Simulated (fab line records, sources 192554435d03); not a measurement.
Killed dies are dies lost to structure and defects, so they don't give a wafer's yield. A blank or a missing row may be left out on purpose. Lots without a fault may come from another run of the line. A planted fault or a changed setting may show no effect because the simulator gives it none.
Chamber matching | flow n5_finfet | N5_FIN_SAQP_HM_DEP_03 on pecvd-01: 3 sister chambers
The step deposits SiNx from SiH4/NH3/N2, target thk 38 nm, time 33.6 s. 3 wafers are shown with their chamber, then 8 later ones without.

WAFERS WITH THEIR CHAMBER
wafer  | chamber | throttle_valve_pct (%)
L085.5 | 0       | 38.4
L087.5 | 2       | 40.1
L089.1 | 1       | 40.5

WAFERS WITHOUT THEIR CHAMBER
wafer  | throttle_valve_pct (%)
L089.5 | 39.9
L089.6 | 38.2
L092.1 | 40.2
L092.3 | 40.3
L092.4 | 38.2
L097.1 | 40.3
L097.5 | 38.3
L097.6 | 40.4

WHICH CHAMBER EACH WENT THROUGH
wafer  | from the rows above     | in truth
L089.5 | 2                       | 2
L089.6 | 0                       | 0
L092.1 | can't be placed: 2 or 1 | 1
L092.3 | can't be placed: 2 or 1 | 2
L092.4 | 0                       | 0
L097.1 | can't be placed: 2 or 1 | 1
L097.5 | 0                       | 0
L097.6 | can't be placed: 1 or 2 | 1
Placed correctly: 4 of 8. Can't be placed from these rows: 4 (the true chamber is among the candidates in 4). Placed wrongly: 0.
How it was worked out, from the rows above alone: a wafer's distance from a chamber is the root of the sum, over the readings, of the square of ((its reading less the chamber's mean) divided by the reading's scatter). The wafer belongs to the nearest chamber; if the next one is less than 2 further off, it can't be placed. A chamber's mean is the mean of its shown wafers. The scatter: with one shown wafer a chamber, the root of the mean of the squares of how far each hidden wafer lies from its nearest shown one.
